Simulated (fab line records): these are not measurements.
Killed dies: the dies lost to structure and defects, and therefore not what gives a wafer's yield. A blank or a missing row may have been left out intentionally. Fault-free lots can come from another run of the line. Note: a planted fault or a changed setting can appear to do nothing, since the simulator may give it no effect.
fab line records	flow n5_finfet
record: lots: 14	wafers: 42	last_day: 17
route steps=1938 shown DUMMY_GATE@249 SD_EPI_N@275 SD_EPI_P@303
lots that met no fault: from a run of the same line without faults
start_h: hours from the record's first day to the start of the lot's first wafer shown	wait_h: hours since the lot's step before	" unchanged from the row above	L1.1+2: a row that stands for several wafers	- value missing, or start not given	* or withheld: withheld	< > ~ a bound
route shown NAME@n: names a module that has steps shown in the file, with the first one's number in the route	usual: mean and standard deviation over wafers with no fault	same: alike in all rows	chamber/n: place in a boat	sites: per-site readings	_std_site: their standard deviation	_edge_site: the outer-site mean with the inner-site mean subtracted	radius_mm: how far each site lies from the wafer's centre	mask NAME#n: copy n	behind: the most recent tool/chamber to have shaped the wafer	hold: cause of the lot's hold/its duration in hours/its outcome	device: the n, p or np transistor that did not switch	end of line: the tests these same wafers got at the end of their route	for a step that has no rows: nothing shown but its recipe	killed: the dies lost at the first sort to structure and to defects; this is not the yield of the wafer	map: a wafer's dies, x killed, . not, _ none there
set.NAME: the setting that was run; set.NAME@STEP: the one run at that earlier step	model.NAME: the simulator's own value behind a step, which no gauge read
a sample of lots followed through the steps of the route, with each step as a table and each wafer as a row
services: a tool's chamber out of use, with start hour (start_h, from the record's first day; less than 0 if before it), hours out, and reason
== steps ==
step: N5_DUMMY_GATE_CD_MEAS_24
recipe: target_cd_nm: 15
usual: cd_nm: 15.0/0.38
lot.wafer	tool	chamber	start_h	wait_h	cd_nm
L387.1	cd_sem-02	-	47.40	0.1	14.6
L387.2	"	-	"	"	15.2
L387.5	"	-	"	"	15.5
L388.1	cd_sem-03	-	51.77	0.1	15.3
L388.2	"	-	"	"	14.6
L388.3	"	-	"	"	14.8
L389.1	cd_sem-01	-	61.59	0.1	14.5
L389.2	"	-	"	"	15.0
L389.4	"	-	"	"	14.5
L390.2	cd_sem-01	-	65.54	0.1	14.9
L390.3	"	-	"	"	14.8
L390.5	"	-	"	"	14.9
L391.2	cd_sem-01	-	72.19	0.1	15.2
L391.3	"	-	"	"	14.8
L391.6	"	-	"	"	14.6
L392.1	cd_sem-02	-	77.09	0.1	15.0
L392.4	"	-	"	"	15.6
L392.6	"	-	"	"	14.8
L393.4	cd_sem-01	-	82.80	0.1	14.9
L393.5	"	-	"	"	15.4
L393.6	"	-	"	"	14.9
L394.3	cd_sem-03	-	89.66	0.1	15.2
L394.4	"	-	"	"	15.3
L394.5	"	-	"	"	14.9
L397.1	cd_sem-03	-	107.22	0.1	14.5
L397.2	"	-	"	"	14.7
L397.6	"	-	"	"	14.5
L404.1	cd_sem-03	-	147.60	0.1	15.2
L404.4	"	-	"	"	15.6
L404.5	"	-	"	"	14.6
L406.1	cd_sem-03	-	163.86	0.1	14.8
L406.4	"	-	"	"	15.0
L406.6	"	-	"	"	15.2
L407.1	cd_sem-03	-	167.33	0.1	14.3
L407.2	"	-	"	"	14.4
L407.6	"	-	"	"	14.6
L409.1	cd_sem-03	-	177.86	0.1	15.1
L409.4	"	-	"	"	14.5
L409.6	"	-	"	"	15.1
L410.1	cd_sem-02	-	189.71	0.1	15.8
L410.2	"	-	"	"	15.0
L410.3	"	-	"	"	15.5
step: N5_SD_EPI_N_ETCH_35
recipe: chemistry: N2/H2	target: SOC	overetch_a: 1080	mask_material: SiARC	temp_c: 40	ion_energy_ev: 100	source_w: 3000	bias_w: 133	pressure_mtorr: 20	time_s: 486	n2_flow_sccm: 200	h2_flow_sccm: 200
usual: drypump_motor_current_A: 6.0/0.44	h2_flow_sccm: 200.0/0.56	oes_product_au: 0.68/0.066	rf_vpp_V: 240.5/1.3	showerhead_plenum_p_Torr: 2.53/0.073	throttle_valve_pct: 23.7/0.32
same: time_s: 486
lot.wafer	tool	chamber	start_h	wait_h	drypump_motor_current_A	h2_flow_sccm	oes_product_au	rf_hours_counter_h	rf_vpp_V	showerhead_plenum_p_Torr	throttle_valve_pct
L387.1	rie_diel-04	2	48.89	0.0	6.3	198.5	0.66	163	241.5	2.54	24.0
L387.2	"	3	"	"	6.1	199.7	0.76	69	240.0	2.47	23.6
L387.5	"	1	"	"	6.1	200.6	0.65	-	243.5	2.63	23.4
L388.1	rie_diel-03	1	53.24	0.0	6.6	201.8	0.83	14	239.4	2.50	23.5
L388.2	"	2	"	"	6.0	200.1	0.67	182	241.7	2.63	24.5
L388.3	"	0	"	"	5.3	200.6	0.68	145	241.2	2.52	23.7
L389.1	rie_diel-03	2	63.06	0.0	6.0	199.2	0.66	186	241.8	2.63	24.5
L389.2	"	0	"	"	5.3	199.6	0.67	149	239.5	2.52	23.7
L389.4	"	1	"	"	6.6	199.5	0.82	18	240.7	2.50	23.5
L390.2	rie_diel-04	0	66.87	0.0	6.6	199.1	0.65	176	242.6	2.63	23.5
L390.3	"	3	"	"	6.1	198.6	0.76	75	239.8	2.47	23.6
L390.5	"	3	"	"	6.1	199.1	0.75	-	238.8	2.47	23.6
L391.2	rie_diel-04	1	73.96	0.0	6.1	200.1	0.65	189	240.8	2.63	23.4
L391.3	"	3	"	"	6.1	200.0	0.75	77	238.6	2.46	23.6
L391.6	"	3	"	"	6.1	200.6	0.75	-	239.7	2.46	23.6
L392.1	rie_diel-05	3	78.58	0.0	6.2	200.9	0.65	196	241.2	2.61	23.4
L392.4	"	1	"	"	5.0	200.2	0.67	161	240.5	2.54	23.6
L392.6	"	2	"	"	6.0	199.8	0.64	-	238.1	2.42	24.1
L393.4	rie_diel-03	1	84.84	0.0	6.6	201.0	0.81	25	240.2	2.49	23.5
L393.5	"	0	"	"	5.3	199.7	0.66	-	241.2	2.52	23.7
L393.6	"	3	"	"	5.5	199.2	0.85	-	239.1	2.51	23.8
L394.3	rie_diel-04	1	92.17	0.0	6.1	199.6	0.64	194	240.8	2.63	23.4
L394.4	"	0	"	"	6.6	200.6	0.64	186	241.8	2.63	23.5
L394.5	"	2	"	"	6.4	200.4	0.64	-	240.9	2.53	24.0
L397.1	rie_diel-03	3	108.73	0.0	5.5	201.0	0.83	13	239.4	2.50	23.7
L397.2	"	0	"	"	5.4	200.4	0.67	162	240.8	2.52	23.7
L397.6	"	1	"	"	6.6	200.6	0.80	-	241.3	2.49	23.5
L404.1	rie_diel-03	3	149.99	0.0	5.5	199.3	0.81	29	241.7	2.50	23.8
L404.4	"	2	"	"	6.0	200.5	0.64	210	241.6	2.62	24.5
L404.5	"	1	"	"	6.6	199.8	0.77	-	239.9	2.49	23.5
L406.1	rie_diel-04	2	165.33	0.0	6.4	200.0	0.64	207	241.3	2.52	24.1
L406.4	"	3	"	"	6.1	200.4	0.71	-	239.3	2.45	23.7
L406.6	"	2	"	"	6.4	200.8	0.64	-	240.4	2.52	24.1
L407.1	rie_diel-05	2	169.07	0.0	6.0	199.8	0.62	242	239.2	2.40	24.1
L407.2	"	3	"	"	6.1	199.5	0.63	228	241.5	2.60	23.4
L407.6	"	3	"	"	6.2	200.1	0.63	-	241.5	2.60	23.4
L409.1	rie_diel-03	1	179.42	0.0	6.6	200.1	0.76	58	238.0	2.48	23.5
L409.4	"	0	"	"	5.4	199.6	0.65	189	240.9	2.51	23.7
L409.6	"	1	"	"	6.6	200.7	0.76	-	240.0	2.48	23.5
L410.1	rie_diel-04	3	191.36	0.0	6.1	200.1	0.71	125	241.2	2.44	23.7
L410.2	"	2	"	"	6.4	200.1	0.62	220	240.3	2.52	24.1
L410.3	"	1	"	"	6.1	199.7	0.61	237	240.2	2.61	23.4
step: N5_SD_EPI_N_PRECLEAN_48
recipe: chemistry: NF3:NH3	afs_cycles: 2	temp_c: 30	time_s: 20	sublimation_temp_c: 180	sublimation_time_s: 60	pressure_torr: 3	rf_power_w: 30
usual: sublimation_temp_c: 180.00/0.17
lot.wafer	tool	chamber	start_h	wait_h	sublimation_temp_c
L387.1	epi_rpcvd-02	0	49.93	0.0	180.01
L387.2	"	0	"	"	179.88
L387.5	"	0	"	"	179.76
L388.1	epi_rpcvd-01	0	54.29	0.0	179.92
L388.2	"	0	"	"	180.07
L388.3	"	0	"	"	179.96
L389.1	epi_rpcvd-01	0	64.10	0.0	179.94
L389.2	"	0	"	"	179.61
L389.4	"	0	"	"	179.87
L390.2	epi_rpcvd-03	0	67.98	0.1	179.73
L390.3	"	0	"	"	179.83
L390.5	"	0	"	"	180.08
L391.2	epi_rpcvd-02	0	75.08	0.1	180.02
L391.3	"	0	"	"	180.21
L391.6	"	0	"	"	180.12
L392.1	epi_rpcvd-01	0	79.67	0.0	180.19
L392.4	"	0	"	"	180.24
L392.6	"	0	"	"	180.17
L393.4	epi_rpcvd-01	0	86.23	0.4	179.83
L393.5	"	0	"	"	179.85
L393.6	"	0	"	"	180.01
L394.3	epi_rpcvd-01	0	93.37	0.2	180.16
L394.4	"	0	"	"	179.94
L394.5	"	0	"	"	179.95
L397.1	epi_rpcvd-01	0	109.77	0.0	180.03
L397.2	"	0	"	"	180.01
L397.6	"	0	"	"	180.07
L404.1	epi_rpcvd-02	0	151.04	0.0	180.05
L404.4	"	0	"	"	180.08
L404.5	"	0	"	"	180.15
L406.1	epi_rpcvd-01	0	166.39	0.0	180.07
L406.4	"	0	"	"	179.88
L406.6	"	0	"	"	180.07
L407.1	epi_rpcvd-02	0	170.13	0.0	179.76
L407.2	"	0	"	"	179.94
L407.6	"	0	"	"	179.80
L409.1	epi_rpcvd-01	0	180.46	0.0	179.99
L409.4	"	0	"	"	180.39
L409.6	"	0	"	"	179.99
L410.1	epi_rpcvd-01	0	192.40	0.0	179.79
L410.2	"	0	"	"	180.04
L410.3	"	0	"	"	179.93
step: N5_SD_EPI_N_EPI_MEAS_23
recipe: mode: xrd
usual: thk_nm: 59.0/1.1
lot.wafer	tool	chamber	start_h	wait_h	thk_nm
L387.1	film_metro-02	-	52.93	1.9	59.5
L387.2	"	-	"	"	58.4
L387.5	"	-	"	"	60.5
L388.1	film_metro-02	-	56.56	1.5	57.8
L388.2	"	-	"	"	59.2
L388.3	"	-	"	"	56.5
L389.1	film_metro-01	-	67.10	1.9	57.3
L389.2	"	-	"	"	58.1
L389.4	"	-	"	"	58.9
L390.2	film_metro-01	-	70.79	1.5	59.3
L390.3	"	-	"	"	57.2
L390.5	"	-	"	"	57.7
L391.2	film_metro-01	-	78.00	1.5	58.3
L391.3	"	-	"	"	58.8
L391.6	"	-	"	"	59.4
L392.1	film_metro-02	-	82.67	1.9	59.2
L392.4	"	-	"	"	58.1
L392.6	"	-	"	"	59.3
L393.4	film_metro-02	-	89.91	1.1	60.7
L393.5	"	-	"	"	61.8
L393.6	"	-	"	"	59.3
L394.3	film_metro-02	-	96.21	1.2	52.5
L394.4	"	-	"	"	52.1
L394.5	"	-	"	"	55.2
L397.1	film_metro-02	-	112.77	1.9	53.0
L397.2	"	-	"	"	53.4
L397.6	"	-	"	"	52.0
L404.1	film_metro-01	-	153.29	1.4	59.0
L404.4	"	-	"	"	60.9
L404.5	"	-	"	"	58.2
L406.1	film_metro-01	-	169.39	1.9	58.8
L406.4	"	-	"	"	58.0
L406.6	"	-	"	"	59.7
L407.1	film_metro-01	-	172.38	1.4	58.4
L407.2	"	-	"	"	57.8
L407.6	"	-	"	"	60.0
L409.1	film_metro-01	-	182.71	1.4	58.8
L409.4	"	-	"	"	59.5
L409.6	"	-	"	"	59.3
L410.1	film_metro-02	-	194.66	1.4	58.5
L410.2	"	-	"	"	57.7
L410.3	"	-	"	"	62.7
step: N5_SD_EPI_P_CD_MEAS_09
recipe: target_cd_nm: 240	landing_energy_ev: 500	detector: se_inlens
usual: cd_nm: 239.9/0.84
lot.wafer	tool	chamber	start_h	wait_h	cd_nm
L387.1	cd_sem-01	0	54.14	-	239.6
L387.2	"	0	"	"	241.3
L387.5	"	0	"	"	240.6
L388.1	cd_sem-02	0	57.42	-	239.2
L388.2	"	0	"	"	239.6
L388.3	"	0	"	"	238.7
L389.1	cd_sem-03	0	68.12	-	239.5
L389.2	"	0	"	"	240.1
L389.4	"	0	"	"	239.2
L390.2	cd_sem-03	0	71.75	-	241.0
L390.3	"	0	"	"	240.2
L390.5	"	0	"	"	240.0
L391.2	cd_sem-02	0	78.95	-	240.0
L391.3	"	0	"	"	239.7
L391.6	"	0	"	"	240.4
L392.1	cd_sem-01	0	84.12	-	239.5
L392.4	"	0	"	"	240.8
L392.6	"	0	"	"	240.5
L393.4	cd_sem-01	0	90.74	-	241.4
L393.5	"	0	"	"	239.9
L393.6	"	0	"	"	241.2
L394.3	cd_sem-02	0	97.42	-	239.7
L394.4	"	0	"	"	239.1
L394.5	"	0	"	"	240.1
L397.1	cd_sem-02	0	113.65	-	238.6
L397.2	"	0	"	"	238.8
L397.6	"	0	"	"	239.0
L404.1	cd_sem-02	0	154.24	-	240.5
L404.4	"	0	"	"	239.7
L404.5	"	0	"	"	242.1
L406.1	cd_sem-02	0	170.34	-	239.1
L406.4	"	0	"	"	239.1
L406.6	"	0	"	"	239.2
L407.1	cd_sem-01	0	173.33	-	239.2
L407.2	"	0	"	"	239.3
L407.6	"	0	"	"	238.0
L409.1	cd_sem-02	0	183.77	-	241.8
L409.4	"	0	"	"	241.5
L409.6	"	0	"	"	239.6
L410.1	cd_sem-03	0	195.51	-	239.7
L410.2	"	0	"	"	239.4
L410.3	"	0	"	"	238.4
== services ==
tool	chamber	start_h	hours	kind
rie_diel-05	0	37.87	5.3	repair
rie_diel-03	3	42.17	-	clean
rie_diel-03	3	42.17	-	consumable_replace:focus_ring
rie_diel-03	3	42.17	19.3	scheduled_down
rie_diel-03	3	42.17	19.3	vent_cycle
epi_rpcvd-02	-	45.33	1.3	repair
rie_diel-03	-	95.44	6.3	repair
epi_rpcvd-03	-	99.75	1.2	repair
rie_diel-04	1	111.29	4.4	repair
rie_diel-04	0	137.60	42.6	repair
rie_diel-05	-	172.74	15.6	pm
== key ==
first_sign: step: N5_SD_EPI_N_EPI_MEAS_23	reading: thk_nm	direction: down	sigmas: 5.4	usual: *	struck: *
effect none on later readings
met_at N5_SD_EPI_N_PRECLEAN_48
struck_lots L394,L397
sort_left_out L394.3,L394.4,L394.5,L397.1,L397.2,L397.6
tester_left_out L394,L397
not_acting_at N5_DUMMY_GATE_CD_MEAS_24,N5_SD_EPI_N_ETCH_35,N5_SD_EPI_P_CD_MEAS_09
onset_between 86.23 93.37
fault: kind: process_parameter_drift	tool: epi_rpcvd-01	chamber: -	onset_h: 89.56	steps: N5_SD_EPI_N_PRECLEAN_48	channel: time_s	offset: *	shape: step	end_h: 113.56	acts_in: *	stated: *
tester_left_out: of these lots the tester's yield and bins aren't shown, on N5 and GAA mostly nor the transistor test; their killed dies are dies lost to structure and defects alone, not to doping, threshold or leakage, so they don't give the yield
sort_left_out: the simulated sort isn't trusted on such a fault, so these wafers' sort isn't shown, and their yield isn't known
